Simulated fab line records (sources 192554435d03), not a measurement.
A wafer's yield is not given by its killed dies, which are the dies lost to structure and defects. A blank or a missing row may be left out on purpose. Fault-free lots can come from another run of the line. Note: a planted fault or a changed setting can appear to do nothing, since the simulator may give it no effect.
A struck lot beside a sound one / flow n5Finfet / 44 out of 1938 route steps
Sound: the wafers L273.1, L273.3, L273.4. Struck: wafer L282.3 (L282.2, L282.4, from the same lot, were not struck and are left out); the cause is given at the end.
Order at every step that has rows: each side's tool, ch and its chambers, its first start. Under that, the readings that differ: sound wafers / struck wafers / difference of the means / sigmas: that difference in standard deviations of wafers without a fault.
alike: readings whose means differ by less than 2 such deviations, and words and numbers that are the same on both sides. not compared: withheld readings, readings that some wafer has no value for, bounds like >300 that may hide the same value, and numbers for which the record gives no deviation and whose values overlap.
A row with sigmas, a row that says differs or no value, or rows on one side alone: a step with any of these is where the two part. When numbers do not overlap yet have no deviation, they are printed without sigmas and do not part them. A reading that every wafer of one side lacks parts them only if that side has two wafers or more.

first, 2 steps without rows for these wafers: N5_BEOL_M8_SPUTTER_48 (material Cu, target thk 10 nm, time 1.667 s); N5_BEOL_M8_ECD_50 (material Cu, target thk 300 nm).
N5_BEOL_M8_ANNEAL_51: time 90 s.
  sound on rtpAnneal-01 ch 0, day 10 04:29; struck on rtpAnneal-01 ch 0, day 13 01:58
reading=annealTempC (C); sound=225.08 225.38 225.42; struck=224.70; difference=-0.59; sigmas=-3
  alike: wafer_temp_C_max
then, 1 step without rows for these wafers: N5_BEOL_M8_CMP_52 (polishes, stops on SiCOH lowk, t overpolish 6.9 s, target thk 80 nm).
N5_BEOL_M8_THK_MEAS_53: measures by xrf.
  sound: filmMetro-02 at day 10 05:04; struck: filmMetro-01 at day 13 02:32
  alike: M8_THK
then, 1 step without rows for these wafers: N5_BEOL_M8_PRE_CLEAN_55 (time 15 s).
N5_BEOL_M8_DEP_56: deposits SiCN from 3MS/NH3, target thk 10 nm, time 17.5 s.
  sound on pecvd-01 ch 0,1, day 10 05:09; struck on pecvd-01 ch 1, day 13 02:37
  alike: showerheadPlenumPTorr, throttleValvePct
N5_BEOL_M8_RS_MEAS_57: measures by four-point-probe.
  sound: filmMetro-02 at day 10 05:14; struck: filmMetro-01 at day 13 02:41
  alike: M8_RS
N5_BEOL_M8_INSPECT_58: inspects for defects (darkfield).
  sound: defectInspect-02 at day 10 05:16; struck: defectInspect-01 at day 13 02:43
  alike: rawDefectCount
N5_BEOL_M9_ILD_DEP_00: deposits SiCOH lowk from DEMS/porogen, target thk 308.51 nm, time 58 s.
  sound on pecvd-01 ch 0,1, day 10 05:18; struck on pecvd-03 ch 2, day 13 02:46
  alike: heaterPowerW, showerheadPlenumPTorr, throttleValvePct
N5_BEOL_M9_CURE_71: cures SiCOH lowk, time 240 s.
  sound on uvCure-02 ch 1, day 10 05:31; struck on uvCure-02 ch 2, day 13 02:55
reading=wafer_temp_C_max; sound=388.6 389.0 388.9; struck=386.4; difference=-2.4; sigmas=-3
  alike: lampPowerPct
N5_BEOL_M9_THK_MEAS_01:
  sound: filmMetro-01 at day 10 06:02; struck: filmMetro-02 at day 13 03:21
  alike: M9_ILD_THK
N5_BEOL_M9_PECVD_70: deposits SiO2 from TEOS/O2, target thk 20 nm, time 22.7 s.
  sound on pecvd-03 ch 0,1,2, day 10 06:04; struck on pecvd-03 ch 0, day 13 03:23
reading=model.SiO2_of_BEOL_M9_PECVD_70.thkNm (nm); sound=19.6 19.6 20; struck=29.8; difference=+10.1; sigmas=
  alike: heaterPowerW, showerheadPlenumPTorr, throttleValvePct
N5_BEOL_M9_HM_DEP_02: deposits TiN, target thk 20 nm.
  sound: pvdSputter-01 at day 10 07:22; struck: pvdSputter-01 at day 13 06:01
  alike: throttleValvePct
then, 8 steps without rows for these wafers: N5_BEOL_M9_COAT_59 (time 60 s, resist thk 100 nm); N5_BEOL_M9_COAT_60 (time 60 s, resist thk 30 nm); N5_BEOL_M9_COAT_05 (resist thk 90 nm); N5_BEOL_M9_EBR_07; N5_BEOL_M9_SOFTBAKE_06 (time 60 s); N5_BEOL_M9_EXPOSE_08 (exposes mask M9); N5_BEOL_M9_PEB_09 (peb time 60 s); N5_BEOL_M9_DEVELOP_10 (develop time 30 s).
N5_BEOL_M9_CD_MEAS_11 targets a cd of 64.1 nm.
  sound on cdSem-01 ch 0, day 10 07:44; struck on cdSem-03 ch 0, day 13 06:31
reading=cdNm (nm); sound=64.6 64.3 64.7; struck=63.1; difference=-1.4; sigmas=-2
N5_BEOL_M9_OVL_MEAS_12:
  sound on overlay-01 ch 0, day 10 07:46; struck on overlay-02 ch 0, day 13 06:33
  alike: M9_OVL
N5_BEOL_M9_INSPECT_13: inspects for defects (brightfield).
  sound: defectInspect-01 at day 10 07:47; struck: defectInspect-02 at day 13 06:34
  alike: rawDefectCount
then, 7 steps without rows for these wafers: N5_BEOL_M9_DESCUM_16 (chemistry O2, time 7.9 s); N5_BEOL_M9_ETCH_61 (etches SiARC in CF4, target depth 39 nm, time 65 s); N5_BEOL_M9_ETCH_62 (etches SOC in N2/H2, target depth 110 nm, overetch 22 nm, time 165 s); N5_BEOL_M9_STRIP_68 (strips in N2/H2); N5_BEOL_M9_STRIP_67 (strips in CF4); N5_BEOL_M9_HM_OPEN_17 (chemistry Cl2/BCl3, target TiN, target depth 20 nm, overetch 6 nm); N5_BEOL_M9_STRIP_19 (strips in O2).
N5_BEOL_M9_CD_MEAS_18: pitch 140 nm, target cd 70 nm.
  sound: cdSem-03 at day 10 08:32; struck: cdSem-01 at day 13 07:13
reading=cdNm (nm); sound=70.4 70.5 70.2; struck=68.8; difference=-1.6; sigmas=-2
then, 9 steps without rows for these wafers: N5_BEOL_M9_COAT_63 (time 60 s, resist thk 60 nm); N5_BEOL_M9_COAT_64 (time 60 s, resist thk 12 nm); N5_BEOL_M9_COAT_75 (time 60 s, resist thk 5 nm); N5_BEOL_M9_COAT_22 (resist thk 30 nm); N5_BEOL_M9_EBR_24; N5_BEOL_M9_SOFTBAKE_23 (time 60 s); N5_BEOL_M9_EXPOSE_25 (exposes mask V8); N5_BEOL_M9_PEB_26 (peb time 60 s); N5_BEOL_M9_DEVELOP_27 (develop time 30 s).
N5_BEOL_M9_HM_STRIP_39: strips TiN in peroxide tin strip, target depth 25 nm, time 158 s.
  sound on wetBench-04 ch 0,1,5, day 10 12:27; struck on wetBench-01 ch 1, day 13 08:33
reading=model.SiO2_of_BEOL_M9_PECVD_70.thkNm (nm); sound=19.4 19.4 19.8; struck=29.8; difference=+10.3; sigmas=
N5_BEOL_M9_CMP_52: polishes, stops on SiCOH lowk, t overpolish 7 s, target thk 140 nm.
  sound on cmp-03 ch 0,1,2, day 10 16:14; struck on cmp-03 ch 1, day 13 10:56
reading=barrierFieldEndpointS (s); sound=29.1 28.3 28.7; struck=40.0; difference=+11.3; sigmas=+18
  alike: motorCurrentA

== WHERE THEY PART ==
First at N5_BEOL_M8_ANNEAL_51; last, within this record, at N5_BEOL_M9_CMP_52.

WHY: the cause the simulator had injected
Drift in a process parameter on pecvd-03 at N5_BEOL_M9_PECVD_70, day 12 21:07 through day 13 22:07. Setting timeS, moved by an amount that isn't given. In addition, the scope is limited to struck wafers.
